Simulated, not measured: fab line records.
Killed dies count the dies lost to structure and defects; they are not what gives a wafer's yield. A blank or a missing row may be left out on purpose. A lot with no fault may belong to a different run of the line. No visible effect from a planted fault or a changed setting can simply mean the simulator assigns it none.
fab line records	flow n5_finfet
record: lots: 10	wafers: 30	last_day: 18
route steps=1938 shown SDB@374 HKMG_FIN@398 BEOL_M4@1111 PASSIVATION@1936
lots untouched by any fault: they come from a run of this same line in which no faults occurred
start_h: hours from the record's first day to the start of the lot's first wafer shown	wait_h: hours elapsed since this lot's preceding step	" as in the row above	L1.1+2: a single row standing in for several wafers	- no value present, or no start provided	* or withheld: withheld	< > ~ a bound
route shown NAME@n: names a module that has steps shown in the file, with the first one's number in the route	usual: mean/standard deviation taken from wafers without a fault	same: alike in all rows	chamber/n: place in a boat	sites: readings site by site	_std_site: standard deviation across them	_edge_site: outer sites' mean less inner sites'	radius_mm: for every site, how far away it sits from the centre of the wafer	mask NAME#n: copy n	behind: the most recent tool/chamber to have shaped the wafer	hold: what put the lot on hold/how long, in hours/how the hold closed	device: which transistor (n, p or np) failed to switch	end of line: the route-end tests of the same wafers	a step with no rows: only its recipe	killed: the dies lost at the first sort to structure and to defects; this is not the yield of the wafer	map: a wafer's dies, marking killed ones x, the rest . and places with no die _
set.NAME: the setting as run; set.NAME@STEP: as run at that earlier step	model.NAME: the simulator's own value behind a step, which no gauge read
a sample of lots followed through the steps of the route, with each step as a table and each wafer as a row
services: from which hour (start_h, from the record's first day; less than 0 if before it) a tool's chamber was out of use, for how many hours, and why
== steps ==
step: N5_SDB_CMP_30
recipe: stop_on: poly-Si	t_overpolish_s: 1.54	post_cmp_clean: alkaline_brush	down_force_psi: 4.1491	platen_rpm: 51.796	pad_velocity_m_s: 1.0306	target_thk_nm: 30
usual: motor_current_A: 12.1/1.5	overpolish_run_s: 1.541/0.0098	retaining_ring_pressure_frac: 0.999/0.0053	time_to_endpoint_s: 18.1/2
lot.wafer	tool	chamber	start_h	wait_h	motor_current_A	overpolish_run_s	retaining_ring_pressure_frac	time_to_endpoint_s
L646.4	cmp-03	3	70.27	1.4	14.2	1.547	1.006	18.4
L646.1	"	2	"	"	12.5	1.529	1.006	19.6
L646.5	"	3	"	"	14.9	1.544	1.007	16.9
L648.1	cmp-04	2	81.83	1.4	12.5	1.527	0.995	18.1
L648.2	"	3	"	"	11.3	1.534	1.000	19.2
L648.4	"	1	"	"	10.5	1.536	1.003	17.5
L654.4	cmp-04	3	121.59	1.4	10.9	1.524	1.002	17.9
L654.2	"	0	"	"	15.5	1.525	1.007	20.7
L654.6	"	2	"	"	12.6	1.542	0.992	19.7
L656.2	cmp-02	3	133.79	1.4	11.7	1.527	0.997	14.3
L656.4	"	1	"	"	10.7	1.539	0.991	17.6
L656.5	"	3	"	"	11.9	1.541	0.999	15.2
L658.3	cmp-02	1	145.27	1.4	10.6	1.551	1.004	17.0
L658.2	"	2	"	"	11.2	1.531	1.001	16.1
L658.6	"	2	"	"	11.7	1.548	0.993	17.0
L659.1	cmp-02	1	149.92	1.4	10.7	1.545	0.993	20.0
L659.3	"	3	"	"	12.2	1.532	0.999	17.1
L659.6	"	0	"	"	14.1	1.523	1.000	17.7
L660.1	cmp-03	1	157.47	1.4	11.6	1.533	1.005	19.7
L660.4	"	3	"	"	15.3	1.534	0.998	17.9
L660.6	"	2	"	"	12.2	1.537	0.991	20.1
L663.2	cmp-03	1	173.01	1.4	10.6	1.527	1.003	16.8
L663.5	"	0	"	"	12.5	1.544	0.999	16.3
L663.6	"	1	"	"	11.6	1.537	0.999	16.7
L668.1	cmp-04	3	210.70	1.4	11.1	1.549	0.991	18.0
L668.4	"	1	"	"	10.6	1.531	0.997	15.7
L668.5	"	3	"	"	11.2	1.550	0.999	16.0
L669.3	cmp-02	2	214.30	1.4	11.4	1.563	0.997	19.9
L669.1	"	3	"	"	11.2	1.548	0.990	19.5
L669.5	"	1	"	"	10.8	1.541	0.997	21.1
step: N5_SDB_THK_MEAS_31
recipe: reads: a-Si_of_DUMMY_GATE_CVD_03
usual: SDB_THK: 64.4/0.97
lot.wafer	tool	chamber	start_h	wait_h	SDB_THK[nm]
L646.1	film_metro-01	-	70.56	-	64.8
L646.4	"	-	"	"	65.6
L646.5	"	-	"	"	64.3
L648.1	film_metro-01	-	82.13	-	63.8
L648.2	"	-	"	"	64.5
L648.4	"	-	"	"	63.1
L654.2	film_metro-02	-	121.85	-	65.4
L654.4	"	-	"	"	64.9
L654.6	"	-	"	"	63.8
L656.2	film_metro-02	-	134.08	-	63.9
L656.4	"	-	"	"	64.6
L656.5	"	-	"	"	65.7
L658.2	film_metro-02	-	145.56	-	64.0
L658.3	"	-	"	"	64.3
L658.6	"	-	"	"	62.9
L659.1	film_metro-01	-	150.18	-	64.9
L659.3	"	-	"	"	65.8
L659.6	"	-	"	"	64.4
L660.1	film_metro-02	-	157.77	-	65.4
L660.4	"	-	"	"	64.4
L660.6	"	-	"	"	63.8
L663.2	film_metro-01	-	173.27	-	64.4
L663.5	"	-	"	"	63.9
L663.6	"	-	"	"	64.7
L668.1	film_metro-02	-	210.96	-	63.5
L668.4	"	-	"	"	65.4
L668.5	"	-	"	"	64.4
L669.1	film_metro-01	-	214.55	-	63.5
L669.3	"	-	"	"	63.4
L669.5	"	-	"	"	62.8
step: N5_HKMG_FIN_CD_MEAS_49
recipe: target_cd_nm: 202	landing_energy_ev: 500	detector: se_inlens	polarity: opening
usual: cd_nm: 202.2/0.57
lot.wafer	tool	chamber	start_h	wait_h	cd_nm
L646.1	cd_sem-02	0	72.21	-	201.0
L646.4	"	0	"	"	201.2
L646.5	"	0	"	"	200.7
L648.1	cd_sem-03	0	83.72	-	202.3
L648.2	"	0	"	"	203.0
L648.4	"	0	"	"	203.0
L654.2	cd_sem-01	0	123.41	-	201.7
L654.4	"	0	"	"	202.3
L654.6	"	0	"	"	201.6
L656.2	cd_sem-02	0	135.88	-	201.6
L656.4	"	0	"	"	202.3
L656.5	"	0	"	"	201.5
L658.2	cd_sem-03	0	147.39	-	201.8
L658.3	"	0	"	"	201.7
L658.6	"	0	"	"	202.3
L659.1	cd_sem-01	0	151.73	-	202.7
L659.3	"	0	"	"	202.1
L659.6	"	0	"	"	202.8
L660.1	cd_sem-03	0	159.44	-	201.8
L660.4	"	0	"	"	202.2
L660.6	"	0	"	"	201.3
L663.2	cd_sem-03	0	174.83	-	202.5
L663.5	"	0	"	"	202.5
L663.6	"	0	"	"	202.7
L668.1	cd_sem-02	0	212.87	-	203.4
L668.4	"	0	"	"	202.4
L668.5	"	0	"	"	202.4
L669.1	cd_sem-02	0	216.40	-	202.6
L669.3	"	0	"	"	202.9
L669.5	"	0	"	"	202.2
step: N5_HKMG_FIN_ETCH_54
recipe: chemistry: CF4	target: SiARC	target_depth_a: 455	mask_material: CAR-ArF	time_s: 75.8	ion_energy_ev: 80	pressure_mtorr: 40	source_w: 545	bias_w: 36	Ar_flow_sccm: 100	cf4_flow_sccm: 100	ends: cleared
usual: drypump_motor_current_A: 5.6/0.41	etch_rf_on_time_s: 75.4/1.1	oes_product_au: 0.69/0.076	rf_vpp_V: 184.1/1.3	showerhead_plenum_p_Torr: 2.15/0.071	throttle_valve_pct: 15.63/0.28
lot.wafer	tool	chamber	start_h	wait_h	drypump_motor_current_A	etch_rf_on_time_s	oes_product_au	rf_hours_counter_h	rf_vpp_V	showerhead_plenum_p_Torr	throttle_valve_pct
L646.1	rie_diel-06	2	72.39	0.0	5.8	76.1	0.62	180	183.1	2.14	15.81
L646.4	"	1	"	"	6.2	76.2	0.80	8	185.4	2.28	15.53
L646.5	"	3	"	"	5.7	76.8	0.60	-	185.8	2.21	16.01
L648.1	rie_diel-01	2	83.84	0.0	5.2	74.3	0.70	82	182.3	2.08	15.35
L648.2	"	1	"	"	5.6	75.5	0.61	191	183.9	2.13	15.74
L648.4	"	3	"	"	5.4	75.1	0.72	65	183.9	2.08	15.16
L654.2	rie_diel-01	3	123.86	0.0	5.3	76.5	0.71	78	183.3	2.08	15.19
L654.4	"	1	"	"	5.7	77.4	0.60	206	183.2	2.13	15.77
L654.6	"	0	"	"	6.2	171.7	0.46	-	250.6	2.13	16.00
L656.2	rie_diel-01	3	136.08	0.0	5.4	76.7	0.70	82	184.1	2.08	15.20
L656.4	"	0	"	"	6.2	173.0	0.46	212	249.5	2.13	16.03
L656.5	"	0	"	"	6.2	174.0	0.46	-	253.3	2.13	15.99
L658.2	rie_diel-05	0	147.51	0.0	5.5	75.6	0.75	28	181.9	2.10	15.31
L658.3	"	1	"	"	6.1	73.3	0.81	7	186.9	2.19	15.24
L658.6	"	2	"	"	5.6	73.9	0.75	-	184.3	2.09	15.77
L659.1	rie_diel-06	2	152.00	0.0	5.8	75.9	0.61	204	183.8	2.13	15.88
L659.3	"	1	"	"	6.2	75.5	0.76	32	183.9	2.27	15.60
L659.6	"	1	"	"	6.3	76.3	0.75	-	185.4	2.27	15.59
L660.1	rie_diel-05	1	159.56	0.0	6.1	73.0	0.81	11	184.3	2.19	15.24
L660.4	"	2	"	"	5.6	73.1	0.75	61	183.3	2.08	15.75
L660.6	"	0	"	"	5.5	74.3	0.75	-	183.1	2.10	15.34
L663.2	rie_diel-05	1	175.04	0.0	6.1	74.5	0.79	17	184.8	2.18	15.25
L663.5	"	1	"	"	6.1	74.2	0.79	-	185.3	2.18	15.26
L663.6	"	2	"	"	5.6	74.1	0.74	-	183.7	2.08	15.76
L668.1	rie_diel-06	0	212.99	0.0	4.8	75.4	0.72	72	184.8	2.25	15.73
L668.4	"	2	"	"	5.8	76.5	0.60	222	183.1	2.12	15.89
L668.5	"	3	"	"	5.7	75.6	0.58	-	184.4	2.20	16.10
L669.1	rie_diel-01	2	216.52	0.0	5.3	75.3	0.66	127	183.1	2.07	15.46
L669.3	"	0	"	"	6.2	76.6	0.59	238	183.7	2.12	16.07
L669.5	"	1	"	"	5.6	75.5	0.59	-	183.4	2.12	15.83
step: N5_BEOL_M4_RC_MEAS_101
usual: DIBL_N: 35.7/1.3	DIBL_P: 35.4/1.8	IOFF_N: 0.152/0.027	IOFF_P: 0.20/0.034	ION_N: 672/9.8	ION_P: 461/7.5	SS_N: 71.4/0.55	SS_P: 73.1/0.61	VT_N: 251/3.3	VT_P: -251/3.6
lot.wafer	tool	chamber	start_h	wait_h	DIBL_N[mV/V]	DIBL_P[mV/V]	IOFF_N[nA/um]	IOFF_P[nA/um]	ION_N[uA/um]	ION_P[uA/um]	SS_N[mV/dec]	SS_P[mV/dec]	VT_N[mV]	VT_P[mV]
L646.1	prober-02	0	162.74	0.0	37.2	39.2	0.199	0.27	681	469	72.2	74.2	247	-244
L646.4	"	0	"	"	35.0	38.2	0.160	0.24	672	465	71.1	73.9	248	-246
L646.5	"	0	"	"	35.2	36.6	0.161	0.22	684	467	71.0	73.7	248	-247
L648.1	prober-01	0	179.12	0.0	38.6	38.5	0.217	0.30	674	468	72.4	74.4	248	-244
L648.2	"	0	"	"	34.7	32.9	0.139	0.21	671	463	71.0	72.9	251	-249
L648.4	"	0	"	"	34.8	34.2	0.144	0.22	673	460	71.6	73.5	251	-248
L654.2	prober-02	0	218.47	0.6	33.7	32.3	0.114	0.16	666	458	70.7	72.2	256	-253
L654.4	"	0	"	"	35.1	34.0	0.131	0.19	674	463	71.6	72.7	255	-253
L654.6	"	0	"	"	33.6	32.7	0.112	0.17	666	467	72.0	72.5	255	-255
L656.2	prober-02	0	227.33	0.2	37.7	38.4	0.186	0.26	680	466	72.5	74.4	250	-245
L656.4	"	0	"	"	35.7	35.6	0.148	0.22	662	463	71.3	73.1	250	-248
L656.5	"	0	"	"	34.8	34.8	0.139	0.21	677	465	70.7	73.3	250	-248
L658.2	prober-02	0	240.16	0.2	35.2	34.3	0.139	0.16	649	445	71.2	73.1	252	-256
L658.3	"	0	"	"	34.1	33.3	0.125	0.15	659	449	70.1	73.0	251	-256
L658.6	"	0	"	"	35.6	35.7	0.146	0.17	653	445	71.2	73.2	254	-256
L659.1	prober-02	0	241.33	0.2	34.1	33.8	0.115	0.16	656	450	71.3	72.5	254	-253
L659.3	"	0	"	"	35.7	35.6	0.138	0.18	673	454	72.0	72.6	254	-255
L659.6	"	0	"	"	36.3	36.0	0.146	0.19	661	452	71.7	73.2	253	-254
L660.1	prober-01	0	260.59	0.0	36.5	35.6	0.155	0.21	667	460	71.5	73.4	252	-252
L660.4	"	0	"	"	36.3	37.1	0.163	0.23	668	465	71.2	72.8	250	-247
L660.6	"	0	"	"	35.8	35.7	0.149	0.20	663	460	71.9	72.5	250	-248
L663.2	prober-01	0	279.11	0.2	34.7	33.2	0.143	0.19	674	463	72.2	73.0	252	-249
L663.5	"	0	"	"	33.4	31.7	0.122	0.17	666	462	71.8	73.3	254	-251
L663.6	"	0	"	"	35.4	35.0	0.164	0.21	676	469	72.1	73.5	252	-249
L668.1	prober-01	0	308.16	0.0	34.3	34.6	0.123	0.18	663	458	71.2	72.0	253	-252
L668.4	"	0	"	"	36.4	36.6	0.150	0.20	673	464	71.5	73.5	250	-250
L668.5	"	0	"	"	35.3	35.2	0.124	0.17	667	456	71.2	72.7	253	-251
L669.1	prober-02	0	318.48	0.0	34.8	33.5	0.121	0.19	674	459	70.5	73.0	254	-252
L669.3	"	0	"	"	33.8	32.4	0.104	0.17	653	457	70.8	72.3	259	-253
L669.5	"	0	"	"	35.4	34.7	0.132	0.20	668	467	71.3	73.0	252	-249
step: N5_PASSIVATION_PROBE_49
usual: defect_limited_yield: 91.5/1.3	killed_at_M0_to_M3: 33/11	killed_at_M4_up: 14/5.3	killed_at_contacts: 11/6.3	killed_at_front_end: 38/10	killed_at_other: 3.7/2.8	killed_dies: 101/16	killed_open: 67/12	killed_short: 32/7.4	sort_bin_5_function: 5.0/0.86	sort_bin_6_memory: 3.2/0.69	sort_n_pass: 1079/16	sort_yield_pct: 91.5/1.3
same: gross_dies: 1180	killed_at_back_side: 0	sort_bin_4_leakage[%]: 0	sort_bin_8_speed[%]: 0
lot.wafer	tool	chamber	start_h	wait_h	defect_limited_yield[%]	killed_at_M0_to_M3	killed_at_M4_up	killed_at_contacts	killed_at_front_end	killed_at_other	killed_dies	killed_open	killed_short	sort_bin_5_function[%]	sort_bin_6_memory[%]	sort_n_pass	sort_yield_pct[%]
L663.2	prober-02	-	381.80	0.1	91.7	37	9	3	39	10	98	55	42	4.8	2.8	1082	91.7
L663.5	prober-02	-	381.95	0.2	90.6	38	13	10	43	7	111	66	41	5.2	3.7	1069	90.6
L663.6	prober-02	-	382.00	0.3	90.5	25	16	22	46	3	112	73	37	5.8	3.4	1068	90.5
killed by level:class
L663.2 BEOL_M0_SAQP:geometric_particle:short=8 BEOL_M1:geometric_particle:open=7 FIN_SAQP:geometric_particle:short=6 BEOL_M1:geometric_particle:short=6 FIN_SAQP:geometric_particle:open=5 BEOL_M0_SAQP:geometric_particle:open=5 BEOL_M3:geometric_particle:open=5 MIM_BOT:geometric_particle:short=5
L663.5 BEOL_M3:geometric_particle:open=16 STI_FIN_REVEAL:geometric_particle:open=9 FIN_SAQP:geometric_particle:open=8 BEOL_M4:geometric_particle:open=7 GATE_CUT:geometric_particle:short=6 MIM_TOP:geometric_particle:short=6 FIN_SAQP:geometric_particle:short=5 MOL_CONTACT_COAG:geometric_particle:open=5
L663.6 MOL_CONTACT_COAG:geometric_particle:open=19 FIN_SAQP:geometric_particle:short=10 STI_FIN_REVEAL:geometric_particle:open=7 FIN_SAQP:geometric_particle:open=6 GATE_CUT:geometric_particle:short=6 BEOL_M4:geometric_particle:open=6 BEOL_M1:geometric_particle:open=5 BEOL_M2:geometric_particle:open=5
== services ==
tool	chamber	start_h	hours	kind
cmp-03	-	53.50	3.4	repair
rie_diel-05	0	54.38	-	clean
rie_diel-05	0	54.38	-	consumable_replace:focus_ring
rie_diel-05	0	54.38	18.2	scheduled_down
rie_diel-05	0	54.38	18.2	vent_cycle
cmp-02	-	65.92	2.2	repair
rie_diel-05	3	77.97	4.6	repair
rie_diel-05	3	82.67	-	clean
rie_diel-05	3	82.67	-	consumable_replace:focus_ring
rie_diel-05	3	82.67	-	consumable_replace:showerhead
rie_diel-05	3	82.67	23.6	scheduled_down
rie_diel-05	3	82.67	23.6	vent_cycle
cmp-03	-	87.60	6.7	repair
cmp-04	-	100.54	4.1	pm
cmp-04	-	106.85	0.5	repair
cmp-04	-	134.00	4.0	pm
rie_diel-06	0	149.96	9.6	repair
cmp-03	-	158.01	2.5	repair
cmp-02	-	163.29	4.1	repair
cmp-03	-	175.35	4.0	pm
rie_diel-06	-	186.01	2.8	pm
rie_diel-06	2	193.07	5.0	repair
cmp-02	-	198.41	1.0	repair
cmp-04	-	203.01	6.4	repair
== key ==
first_sign: step: N5_HKMG_FIN_ETCH_54	reading: etch_rf_on_time_s	direction: up	sigmas: 85	usual: *	struck: *
effect: step: N5_HKMG_FIN_ETCH_54	reading: rf_vpp_V	direction: up	sigmas: 50	usual: 184.1	struck: 251.1
met_at N5_HKMG_FIN_ETCH_54
struck_lots L654,L656
struck_wafers L654.6,L656.4,L656.5
not_acting_at N5_SDB_CMP_30,N5_SDB_THK_MEAS_31,N5_HKMG_FIN_CD_MEAS_49
fault: kind: process_parameter_drift	tool: rie_diel-01	chamber: 0	onset_h: 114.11	steps: N5_HKMG_FIN_ETCH_54	channel: source_w	offset: -327	shape: step	end_h: 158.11	acts_in: these_recipes_only	stated: 545
